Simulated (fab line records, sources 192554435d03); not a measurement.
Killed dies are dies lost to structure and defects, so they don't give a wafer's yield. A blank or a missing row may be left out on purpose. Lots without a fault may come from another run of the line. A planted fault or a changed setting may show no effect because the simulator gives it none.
Chamber matching | flow n5_finfet | N5_BEOL_M6_ETCH_66 on rie_diel-01: 4 sister chambers
The step etches SOC in N2/H2, target depth 80 nm, overetch 16 nm, time 120 s. 8 wafers are shown with their chamber, then 12 later ones without.

WAFERS WITH THEIR CHAMBER
wafer  | chamber | drypump_motor_current_A (A) | showerhead_plenum_p_Torr (Torr)
L077.6 | 3       | 6.1                         | 2.46
L078.5 | 0       | 4.8                         | 2.50
L083.3 | 3       | 6.1                         | 2.45
L083.5 | 1       | 6.4                         | 2.46
L083.6 | 0       | 4.9                         | 2.50
L086.2 | 1       | 6.3                         | 2.46
L086.3 | 2       | 5.8                         | 2.46
L086.6 | 2       | 5.8                         | 2.46

WAFERS WITHOUT THEIR CHAMBER
wafer  | drypump_motor_current_A (A) | showerhead_plenum_p_Torr (Torr)
L087.3 | 5.7                         | 2.45
L087.4 | 6.3                         | 2.46
L087.5 | 6.1                         | 2.45
L090.1 | 6.1                         | 2.45
L090.2 | 5.8                         | 2.45
L090.6 | 5.8                         | 2.45
L097.2 | 4.8                         | 2.49
L097.3 | 6.3                         | 2.45
L097.6 | 4.8                         | 2.49
L096.1 | 4.8                         | 2.49
L096.3 | 5.8                         | 2.45
L096.5 | 5.8                         | 2.45

WHICH CHAMBER EACH WENT THROUGH
wafer  | from the rows above     | in truth
L087.3 | 2                       | 2
L087.4 | 1                       | 1
L087.5 | 3                       | 3
L090.1 | 3                       | 3
L090.2 | 2                       | 2
L090.6 | 2                       | 2
L097.2 | 0                       | 0
L097.3 | can't be placed: 1 or 3 | 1
L097.6 | 0                       | 0
L096.1 | 0                       | 0
L096.3 | 2                       | 2
L096.5 | 2                       | 2
Placed correctly: 11 of 12. Can't be placed from these rows: 1 (the true chamber is among the candidates in 1). Placed wrongly: 0.
How it was worked out, from the rows above alone: a wafer's distance from a chamber is the root of the sum, over the readings, of the square of ((its reading less the chamber's mean) divided by the reading's scatter). The wafer belongs to the nearest chamber; if the next one is less than 2 further off, it can't be placed. A chamber's mean is the mean of its shown wafers. The scatter: the root of (the sum of the squares of (reading less its chamber's mean) over the shown wafers, divided by (wafers less chambers)).
